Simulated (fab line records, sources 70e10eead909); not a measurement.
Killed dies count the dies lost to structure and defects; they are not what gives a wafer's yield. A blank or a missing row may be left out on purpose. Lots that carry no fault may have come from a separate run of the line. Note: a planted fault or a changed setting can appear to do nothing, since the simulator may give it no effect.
Chamber matching :: flow nandHarc :: NHARC_A_STAIRCASE_DEP_322 on pecvd-04 has 3 sister chambers
The step deposits SiO2, target thk 3800 nm. 6 wafers are shown with their chamber, then 8 later ones without.

## WAFERS, EACH WITH ITS CHAMBER
wafer: L080.3
chamber: 1
heaterPowerW (W): 725
mfcPrecursorSccm (sccm): 199.9

wafer: L084.4
chamber: 0
heaterPowerW (W): 552
mfcPrecursorSccm (sccm): 200.4

wafer: L084.6
chamber: 1
heaterPowerW (W): 680
mfcPrecursorSccm (sccm): 200.5

wafer: L083.4
chamber: 0
heaterPowerW (W): 547
mfcPrecursorSccm (sccm): 201.0

wafer: L083.5
chamber: 2
heaterPowerW (W): 510
mfcPrecursorSccm (sccm): 199.5

wafer: L088.3
chamber: 2
heaterPowerW (W): 540
mfcPrecursorSccm (sccm): 199.7

## WAFERS WHOSE CHAMBER IS MISSING
wafer: L088.4
heaterPowerW (W): 555
mfcPrecursorSccm (sccm): 199.8

wafer: L088.5
heaterPowerW (W): 493
mfcPrecursorSccm (sccm): 199.6

wafer: L094.4
heaterPowerW (W): 535
mfcPrecursorSccm (sccm): 199.8

wafer: L094.5
heaterPowerW (W): 507
mfcPrecursorSccm (sccm): 201.0

wafer: L094.6
heaterPowerW (W): 771
mfcPrecursorSccm (sccm): 199.7

wafer: L096.3
heaterPowerW (W): 910
mfcPrecursorSccm (sccm): 199.6

wafer: L096.4
heaterPowerW (W): 545
mfcPrecursorSccm (sccm): 200.7

wafer: L096.5
heaterPowerW (W): 765
mfcPrecursorSccm (sccm): 199.8

## CHAMBER TAKEN BY EACH
wafer: L088.4
from the rows above: can't be placed: 2 or 0
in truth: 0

wafer: L088.5
from the rows above: 2
in truth: 2

wafer: L094.4
from the rows above: can't be placed: 2 or 0
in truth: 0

wafer: L094.5
from the rows above: can't be placed: 0 or 2
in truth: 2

wafer: L094.6
from the rows above: 1
in truth: 1

wafer: L096.3
from the rows above: 1
in truth: 1

wafer: L096.4
from the rows above: 0
in truth: 0

wafer: L096.5
from the rows above: 1
in truth: 1
Correct placement for 5 of the 8. From these rows, 3 cannot be placed; in 3 the true chamber is one of the candidates. 0 placed wrongly.
How it was worked out, from the rows above alone: a wafer's distance from a chamber is the root of the sum, over the readings, of the square of ((its reading less the chamber's mean) divided by the reading's scatter). The wafer belongs to the nearest chamber; if the next one is less than 2 further off, it can't be placed. Each chamber's mean is taken over the wafers shown for it. The scatter: take each reading less its chamber's mean, square it, sum over the shown wafers, divide by the number of wafers less the number of chambers, and take the root.
